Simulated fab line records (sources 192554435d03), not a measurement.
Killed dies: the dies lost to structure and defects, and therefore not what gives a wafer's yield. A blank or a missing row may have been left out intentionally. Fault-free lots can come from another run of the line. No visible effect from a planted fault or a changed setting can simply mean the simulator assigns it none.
fab line records	flow n5Finfet
[record] lots = 7	wafers = 19	lastDay = 19
route steps=1938 shown BEOL_M4@1059
lots that met no fault: taken from a fault-free run of the same line
startH: hours from the record's first day to the start of the lot's first wafer shown	waitH: time in hours since the lot's previous step	" as in the row above	L1.1+2: a row that stands for several wafers	- no value present, or no start provided	* or withheld: withheld	< > ~ a bound
route shown NAME@n: a module of which the file shows steps, and the number in the route of the first	usual: mean/standard deviation of fault-free wafers	same: alike in all rows	chamber/n: place in a boat	sites: the reading at each site	_std_site: how widely they spread, as a standard deviation	_edge_site: the outer-site mean with the inner-site mean subtracted	radiusMm: how far each site lies from the wafer's centre	mask NAME#n: copy n	behind: tool/chamber where the wafer was last shaped	hold: what put the lot on hold/how long, in hours/how the hold closed	device: the n, p or np transistor that did not switch	end of line: the tests these same wafers got at the end of their route	a step without rows: its recipe alone	killed: the dies lost at the first sort to structure and to defects; this is not the yield of the wafer	map: shows each die of a wafer: x if killed, . if not, _ if none is there
set.NAME: the setting that was run; set.NAME@STEP: the one run at that earlier step	model.NAME: the simulator's own value behind a step, which no gauge read
lots seen at some steps along the route; tables by step, rows by wafer
services: a tool's chamber out of use, with start hour (startH, from the record's first day; less than 0 if before it), hours out, and reason
[[steps]]
[step N5_BEOL_M4_DESCUM_33]
[recipe] chemistry = O2	timeS = 7	sourcePowerW = 50	biasPowerW = 20	pressureMtorr = 20	rfFrequencyHz = 2.712e+07	tempC = 40	resist = CAR-EUV	o2FlowSccm = 225
[usual] drypumpMotorCurrentA = 5.5/0.46	oesProductAu = 0.80/0.092	rfVppV = 243.4/1.4	showerheadPlenumPTorr = 2.11/0.07	throttleValvePct = 20.44/0.25
lot.wafer	tool	chamber	startH	waitH	drypumpMotorCurrentA	oesProductAu	rfHoursCounterH	rfVppV	showerheadPlenumPTorr	throttleValvePct
L338.1	rieDiel-02	2	168.02	0.1	5.2	0.77	117	246.1	2.22	20.43
L338.2	"	0	"	"	6.3	0.82	76	244.4	2.13	20.80
L338.5	"	2	"	"	5.2	0.77	-	244.4	2.22	20.44
L341.1	rieDiel-03	0	222.66	0.1	5.0	0.81	56	244.4	2.11	20.35
L341.4	"	2	"	"	5.2	0.72	198	241.1	2.00	20.80
L341.5	"	1	"	"	5.8	0.67	-	242.4	2.05	20.19
L339.2	rieDiel-03	1	232.97	0.1	5.8	0.67	240	243.0	2.05	20.20
L339.3	"	2	"	"	5.2	0.71	201	243.0	1.99	20.79
L339.4	"	0	"	"	5.0	0.82	59	244.8	2.11	20.35
L344.3	rieDiel-03	1	237.33	0.0	5.8	0.66	242	242.9	2.05	20.20
L344.5	"	0	"	"	5.0	0.80	-	242.8	2.11	20.32
L344.6	"	1	"	"	5.8	0.67	-	242.1	2.05	20.18
L348.1	rieDiel-03	0	257.08	0.0	5.0	0.80	68	244.3	2.11	20.35
L348.2	"	1	"	"	5.8	0.67	248	241.2	2.05	20.22
L358.2	rieDiel-02	1	310.08	0.0	5.5	0.92	29	241.9	2.06	20.53
L358.3	"	3	"	"	5.7	0.85	54	243.1	2.06	20.41
L358.4	"	2	"	"	5.2	0.73	168	244.3	2.20	20.51
L360.2	rieDiel-03	3	318.46	0.0	4.9	0.85	58	244.4	2.19	20.10
L360.6	"	3	"	"	4.9	0.86	-	243.7	2.19	20.11
[step N5_BEOL_M4_ETCH_77]
[recipe] chemistry = N2/H2	target = underlayer	targetDepthA = 65	maskMaterial = CAR-EUV	timeS = 5.2	ionEnergyEv = 200	pressureMtorr = 30	sourceW = 840	biasW = 150	n2FlowSccm = 200	h2FlowSccm = 200	ends = cleared
[usual] drypumpMotorCurrentA = 5.6/0.46	etchRfOnTimeS = 5.21/0.23	oesProductAu = 0.68/0.075	rfVppV = 524.3/2.6	showerheadPlenumPTorr = 2.55/0.088	throttleValvePct = 17.75/0.22
lot.wafer	tool	chamber	startH	waitH	drypumpMotorCurrentA	etchRfOnTimeS	oesProductAu	rfHoursCounterH	rfVppV	showerheadPlenumPTorr	throttleValvePct
L338.1	rieDiel-02	2	168.06	0.0	5.2	5.15	0.67	117	525.9	2.64	17.57
L338.2	"	0	"	"	6.3	5.01	0.72	76	522.0	2.55	17.79
L338.5	"	2	"	"	5.2	5.07	0.66	-	528.1	2.64	17.60
L341.1	rieDiel-03	0	222.69	0.0	5.0	5.08	0.73	56	522.2	2.56	17.55
L341.4	"	2	"	"	5.3	5.02	0.62	198	521.6	2.40	17.97
L341.5	"	1	"	"	5.8	5.92	0.55	-	522.9	2.50	17.73
L339.2	rieDiel-03	1	233.00	0.0	5.8	5.88	0.55	240	521.4	2.50	17.73
L339.3	"	2	"	"	5.3	4.99	0.62	201	518.8	2.40	17.96
L339.4	"	0	"	"	5.0	5.05	0.72	59	525.9	2.55	17.59
L344.3	rieDiel-03	1	237.36	0.0	5.8	5.95	0.55	242	522.6	2.50	17.73
L344.5	"	0	"	"	5.0	5.13	0.70	-	526.9	2.55	17.57
L344.6	"	1	"	"	5.8	5.99	0.54	-	525.6	2.50	17.76
L348.1	rieDiel-03	0	257.12	0.0	5.0	5.10	0.69	68	523.3	2.55	17.62
L348.2	"	1	"	"	5.8	5.86	0.55	248	522.5	2.50	17.76
L358.2	rieDiel-02	1	310.11	0.0	5.4	5.25	0.76	29	521.9	2.51	17.99
L358.3	"	3	"	"	5.7	5.18	0.72	54	523.6	2.45	17.39
L358.4	"	2	"	"	5.3	5.21	0.62	168	526.6	2.62	17.66
L360.2	rieDiel-03	3	318.50	0.0	4.8	5.12	0.72	58	527.9	2.69	17.70
L360.6	"	3	"	"	4.9	5.17	0.73	-	527.1	2.69	17.68
[step N5_BEOL_M4_ETCH_69]
[recipe] chemistry = CF4	target = SiARC	targetDepthA = 156	maskMaterial = CAR-EUV	timeS = 26	ionEnergyEv = 80	pressureMtorr = 40	sourceW = 545	biasW = 36	Ar_flow_sccm = 100	cf4FlowSccm = 100	ends = cleared
[step N5_BEOL_M4_ALD_98]
[recipe] material = SiO2	targetThkA = 25	tempC = 100	aldPrecursorFamily = BDEAS	aldCoReactant = O2-plasma	pulseTimeS = 1	coReactantPulseTimeS = 1	purgeTimeS = 2	coReactantPurgeTimeS = 2	aldCycles = 17	pressureTorr = 2
[step N5_BEOL_M4_ETCHBACK_99]
[recipe] chemistry = CHF3	target = SiO2	targetDepthA = 50	timeS = 10.4	sourceW = 215	biasW = 47	Ar_flow_sccm = 200	CHF3_flow_sccm = 12	ionEnergyEv = 100	pressureMtorr = 30
[step N5_BEOL_M4_ETCH_70]
[recipe] chemistry = N2/H2	target = SOC	targetDepthA = 800	overetchA = 240	maskMaterial = SiARC	tempC = 40	timeS = 130	ionEnergyEv = 200	pressureMtorr = 30	sourceW = 840	biasW = 150	n2FlowSccm = 200	h2FlowSccm = 200
[usual] drypumpMotorCurrentA = 5.6/0.45	oesProductAu = 0.60/0.062	rfVppV = 524.3/2.5	showerheadPlenumPTorr = 2.55/0.085	throttleValvePct = 17.71/0.22
lot.wafer	tool	chamber	startH	waitH	drypumpMotorCurrentA	oesProductAu	rfHoursCounterH	rfVppV	showerheadPlenumPTorr	throttleValvePct
L338.1	rieDiel-03	1	181.69	0.0	5.8	0.52	223	522.4	2.51	17.66
L338.2	"	0	"	"	5.0	0.62	44	525.2	2.56	17.50
L338.5	"	2	"	"	5.2	0.52	-	521.4	2.41	17.90
L341.1	rieDiel-04	1	227.37	0.0	5.7	0.55	194	523.8	2.54	18.02
L341.4	"	0	"	"	5.8	0.50	228	526.4	2.64	17.97
L341.5	"	0	"	"	5.8	0.51	-	526.6	2.64	17.97
L339.2	rieDiel-03	0	234.47	0.0	5.0	0.61	60	526.1	2.55	17.53
L339.3	"	3	"	"	4.8	0.66	26	527.7	2.70	17.57
L339.4	"	2	"	"	5.3	0.52	202	520.0	2.40	17.91
L344.3	rieDiel-03	1	241.04	0.0	5.8	0.50	242	522.4	2.50	17.71
L344.5	"	0	"	"	5.0	0.61	-	525.8	2.55	17.51
L344.6	"	3	"	"	4.8	0.65	-	528.4	2.70	17.59
L348.1	rieDiel-03	2	270.93	0.0	5.2	0.51	215	518.9	2.40	17.93
L348.2	"	3	"	"	4.9	0.63	39	527.5	2.70	17.60
L358.2	rieDiel-04	2	326.02	0.0	6.2	0.63	51	526.3	2.69	17.63
L358.3	"	0	"	"	5.8	0.72	1	525.7	2.63	17.57
L358.4	"	3	"	"	6.0	0.61	68	525.5	2.59	17.88
L360.2	rieDiel-04	3	344.45	0.0	6.0	0.62	75	525.5	2.59	17.89
L360.6	"	0	"	"	5.8	0.70	-	525.2	2.63	17.56
[step N5_BEOL_M4_STRIP_71]
[recipe] chemistry = N2/H2	tempC = 40	n2FlowSccm = 200	h2FlowSccm = 200	rfFrequencyHz = 6e+07
[step N5_BEOL_M4_STRIP_78]
[recipe] chemistry = N2/H2	tempC = 40	n2FlowSccm = 200	h2FlowSccm = 200	rfFrequencyHz = 6e+07
[step N5_BEOL_M4_VIA_ETCH_34]
[recipe] chemistry = C4F6/O2	targetDepthA = 694	maskMaterial = SOC	pressureMtorr = 15	ionEnergyEv = 250	taperDeg = 4	timeS = 65.9	sourceW = 350	biasW = 170	Ar_flow_sccm = 300	C4F6_flow_sccm = 10	O2_flow_sccm = 10
[step N5_BEOL_M4_STRIP_83]
[recipe] chemistry = C4F6/O2	resist = SiARC	rfFrequencyHz = 6e+07
[step N5_BEOL_M4_STRIP_36]
[recipe] chemistry = N2/H2	powerW = 450	tempC = 40	pressureMtorr = 20	rfFrequencyHz = 6e+07	overashFraction = 0.3	biasPowerW = 7	h2Frac = 0.5	n2FlowSccm = 200	h2FlowSccm = 200
[usual] drypumpMotorCurrentA = 5.6/0.45	oesProductAu = 0.82/0.092	rfVppV = 59.5/1.2	showerheadPlenumPTorr = 2.55/0.085	throttleValvePct = 23.48/0.29
lot.wafer	tool	chamber	startH	waitH	drypumpMotorCurrentA	oesProductAu	rfHoursCounterH	rfVppV	showerheadPlenumPTorr	throttleValvePct
L338.1	rieDiel-03	1	181.86	0.0	5.9	0.67	223	59.2	2.50	23.36
L338.2	"	0	"	"	5.0	0.82	44	59.0	2.56	23.15
L338.5	"	2	"	"	5.2	0.74	-	59.7	2.41	23.64
L341.1	rieDiel-04	1	227.54	0.0	5.7	0.75	194	61.2	2.53	23.79
L341.4	"	0	"	"	5.8	0.68	228	60.0	2.64	23.83
L341.5	"	0	"	"	5.8	0.68	-	59.8	2.64	23.86
L339.2	rieDiel-03	0	234.63	0.0	5.0	0.81	60	58.9	2.55	23.17
L339.3	"	3	"	"	4.9	0.92	26	58.1	2.70	23.34
L339.4	"	2	"	"	5.2	0.71	202	60.2	2.40	23.68
L344.3	rieDiel-03	1	241.20	0.0	5.8	0.67	242	59.7	2.50	23.39
L344.5	"	0	"	"	5.0	0.80	-	60.4	2.55	23.14
L344.6	"	3	"	"	4.9	0.90	-	60.8	2.70	23.34
L348.1	rieDiel-03	2	271.10	0.0	5.3	0.71	215	58.3	2.39	23.66
L348.2	"	3	"	"	4.9	0.88	39	60.6	2.69	23.37
L358.2	rieDiel-04	2	326.19	0.0	6.2	0.86	51	58.6	2.68	23.43
L358.3	"	0	"	"	5.8	1.03	1	58.4	2.63	23.51
L358.4	"	3	"	"	6.0	0.84	68	59.1	2.59	23.69
L360.2	rieDiel-04	3	344.62	0.0	6.0	0.82	75	59.8	2.59	23.72
L360.6	"	0	"	"	5.8	0.96	-	59.2	2.62	23.49
[step N5_BEOL_M4_TRENCH_ETCH_37]
[recipe] chemistry = C4F6/O2	targetDepthA = 555.55	target = SiOC	timeS = 29.2	ionEnergyEv = 250	pressureMtorr = 30	sourceW = 355	biasW = 185	Ar_flow_sccm = 300	C4F6_flow_sccm = 10	O2_flow_sccm = 10
[usual] drypumpMotorCurrentA = 5.6/0.45	oesProductAu = 0.81/0.089	rfVppV = 666/17	showerheadPlenumPTorr = 2.86/0.086	throttleValvePct = 20.83/0.24
lot.wafer	tool	chamber	startH	waitH	drypumpMotorCurrentA	oesProductAu	rfHoursCounterH	rfVppV	showerheadPlenumPTorr	throttleValvePct
L338.1	rieDiel-03	1	-	-	5.8	0.67	223	660	2.81	20.63
L338.2	"	0	"	"	5.0	0.85	44	676	2.88	20.75
L338.5	"	2	"	"	5.2	0.73	-	669	2.72	21.14
L341.1	rieDiel-04	1	-	-	5.7	0.75	194	666	2.85	21.14
L341.4	"	0	"	"	5.8	0.68	228	645	2.91	20.73
L341.5	"	0	"	"	5.8	0.69	-	643	2.91	20.74
L339.2	rieDiel-03	0	-	-	5.0	0.82	60	677	2.87	20.77
L339.3	"	3	"	"	4.9	0.90	26	706	3.03	20.70
L339.4	"	2	"	"	5.3	0.72	202	669	2.72	21.16
L344.3	rieDiel-03	1	-	-	5.8	0.66	242	660	2.80	20.65
L344.5	"	0	"	"	5.0	0.83	-	677	2.87	20.75
L344.6	"	3	"	"	4.9	0.91	-	704	3.03	20.72
L348.1	rieDiel-03	2	-	-	5.3	0.71	215	668	2.71	21.19
L348.2	"	3	"	"	4.9	0.88	39	705	3.02	20.74
L358.2	rieDiel-04	2	-	-	6.2	0.86	51	661	3.01	20.75
L358.3	"	0	"	"	5.8	1.02	1	645	2.90	20.40
L358.4	"	3	"	"	6.0	0.84	68	694	2.85	20.76
L360.2	rieDiel-04	3	-	-	6.0	0.82	75	693	2.85	20.78
L360.6	"	0	"	"	5.8	0.96	-	643	2.90	20.39
[step N5_BEOL_M4_ETCH_41]
[recipe] chemistry = CH3F/O2	target = SiCN	targetDepthA = 299	taperDeg = 2	timeS = 52.5	ionEnergyEv = 120	maskMaterial = TiN	pressureMtorr = 30	sourceW = 395	biasW = 75	Ar_flow_sccm = 150	CH3F_flow_sccm = 30	O2_flow_sccm = 20
[usual] drypumpMotorCurrentA = 5.6/0.45	oesProductAu = 0.81/0.09	rfVppV = 297.6/1.5	showerheadPlenumPTorr = 2.01/0.063	throttleValvePct = 16.29/0.22
lot.wafer	tool	chamber	startH	waitH	drypumpMotorCurrentA	oesProductAu	rfHoursCounterH	rfVppV	showerheadPlenumPTorr	throttleValvePct	model.etch.depthNm
L338.1	rieDiel-03	1	181.93	-	5.8	0.67	223	295.4	1.97	16.19	18.34
L338.2	"	0	"	"	5.0	0.85	44	298.2	2.02	16.17	20.22
L338.5	"	2	"	"	5.3	0.73	-	295.7	1.91	16.59	20.53
L341.1	rieDiel-04	1	227.61	-	5.7	0.75	194	298.4	2.00	16.57	20.58
L341.4	"	0	"	"	5.8	0.68	228	298.1	2.05	16.28	19.38
L341.5	"	0	"	"	5.8	0.68	-	297.9	2.05	16.29	19.59
L339.2	rieDiel-03	0	234.70	-	5.0	0.83	60	298.3	2.02	16.21	19.99
L339.3	"	3	"	"	4.8	0.82	26	298.7	2.13	16.10	17.39
L339.4	"	2	"	"	5.2	0.71	202	296.3	1.90	16.64	20.24
L344.3	rieDiel-03	1	241.27	-	5.8	0.60	242	295.9	1.97	16.21	15.57
L344.5	"	0	"	"	5.0	0.82	-	297.5	2.01	16.22	19.85
L344.6	"	3	"	"	4.9	0.90	-	298.4	2.13	16.10	20.5
L348.1	rieDiel-03	2	271.17	-	5.2	0.63	215	294.6	1.90	16.66	17.03
L348.2	"	3	"	"	4.8	0.88	39	298.9	2.12	16.14	20.28
L358.2	rieDiel-04	2	326.26	-	6.2	0.85	51	299.2	2.12	16.20	19.93
L358.3	"	0	"	"	5.8	1.01	1	298.1	2.04	15.86	20.86
L358.4	"	3	"	"	6.0	0.83	68	300.0	2.01	16.30	19.5
L360.2	rieDiel-04	3	344.69	-	6.0	0.83	75	298.2	2.01	16.30	19.7
L360.6	"	0	"	"	5.8	0.98	-	298.3	2.04	15.87	20.99
[step N5_BEOL_M4_STRIP_97]
[recipe] chemistry = N2/H2	timeS = 10	powerW = 450	tempC = 40	pressureMtorr = 20	rfFrequencyHz = 6e+07	biasPowerW = 7	n2FlowSccm = 200	h2FlowSccm = 200
[step N5_BEOL_M4_RC_MEAS_101]
[usual] DIBL_N = 36.4/2.2	DIBL_P = 36.3/2.5	IOFF_N = 0.17/0.052	IOFF_P = 0.23/0.049	ION_N = 674/17	ION_P = 464/11	SS_N = 71.7/0.98	SS_P = 73.3/0.84	VT_N = 250/4	VT_P = -249/3.8
lot.wafer	tool	chamber	startH	waitH	DIBL_N[mV/V]	DIBL_P[mV/V]	IOFF_N[nA/um]	IOFF_P[nA/um]	ION_N[uA/um]	ION_P[uA/um]	SS_N[mV/dec]	SS_P[mV/dec]	VT_N[mV]	VT_P[mV]
L338.1	prober-01	0	186.10	0.0	34.2	33.0	0.12	0.17	667	458	70.8	72.6	252	-253
L338.2	"	0	"	"	35.8	34.4	0.12	0.18	659	454	72.0	73.1	254	-254
L338.5	"	0	"	"	35.7	33.2	0.12	0.16	634	439	71.7	71.6	255	-254
L341.1	prober-01	0	233.16	0.0	37.4	37.8	0.19	0.29	702	488	71.6	74.1	246	-241
L341.4	"	0	"	"	36.0	36.3	0.18	0.27	684	475	71.2	73.3	244	-242
L341.5	"	0	"	"	35.0	33.9	0.15	0.22	674	473	70.8	72.2	249	-242
L339.2	prober-02	0	239.26	0.2	34.5	34.2	0.13	0.23	663	465	70.9	72.4	255	-247
L339.3	"	0	"	"	34.0	33.9	0.13	0.22	672	474	71.0	72.7	252	-245
L339.4	"	0	"	"	36.7	36.8	0.16	0.26	677	474	72.3	73.2	250	-245
L344.3	prober-02	0	247.80	0.3	41.4	42.8	0.30	0.32	691	464	72.2	74.5	243	-245
L344.5	"	0	"	"	37.6	38.8	0.20	0.26	670	459	71.8	74.5	249	-247
L344.6	"	0	"	"	37.7	37.5	0.19	0.22	685	466	71.6	74.1	249	-251
L348.1	prober-01	0	275.56	0.0	33.8	34.0	0.10	0.15	647	449	70.9	72.5	258	-252
L348.2	"	0	"	"	33.4	33.4	0.11	0.15	665	460	70.4	72.0	254	-256
L358.2	prober-02	0	332.12	0.2	37.5	38.5	0.20	0.28	696	474	72.0	73.5	248	-247
L358.3	"	0	"	"	35.0	34.6	0.15	0.20	674	462	71.2	72.1	252	-250
L358.4	"	0	"	"	36.7	35.9	0.18	0.23	672	465	72.4	73.5	248	-248
L360.2	prober-01	0	349.62	0.9	37.3	37.8	0.17	0.24	683	472	71.9	73.3	250	-249
L360.6	"	0	"	"	33.2	32.8	0.11	0.17	648	457	71.4	71.8	254	-253
[[services]]
tool	chamber	startH	hours	kind
rieDiel-04	0	148.13	4.3	repair
rieDiel-02	1	191.74	-	clean
rieDiel-02	1	191.74	-	consumableReplace:focusRing
rieDiel-02	1	191.74	22.8	scheduledDown
rieDiel-02	1	191.74	22.8	ventCycle
rieDiel-03	0	201.11	2.7	repair
rieDiel-04	2	244.17	16.4	repair
rieDiel-03	1	263.46	-	clean
rieDiel-03	1	263.46	-	consumableReplace:focusRing
rieDiel-02	1	286.15	11.8	repair
rieDiel-04	0	302.78	-	clean
rieDiel-04	0	302.78	-	consumableReplace:focusRing
rieDiel-04	0	302.78	21.6	scheduledDown
rieDiel-04	0	302.78	21.6	ventCycle
rieDiel-02	3	333.88	28.2	repair
[[key]]
firstSign none at tools or gauges
[modelEffect] step = N5_BEOL_M4_ETCH_41	value = etch.depthNm	without = 19.67	struck = 16.66
metAt N5_BEOL_M4_ETCH_41
struckWafers L339.3,L344.3,L348.1
onsetBetween 181.93 234.70
[fault] kind = processParameterDrift	tool = rieDiel-03	chamber = -	onsetH = 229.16	steps = N5_BEOL_M4_ETCH_41	channel = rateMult	offset = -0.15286	shape = step	endH = 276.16	scope = struckWafersOnly
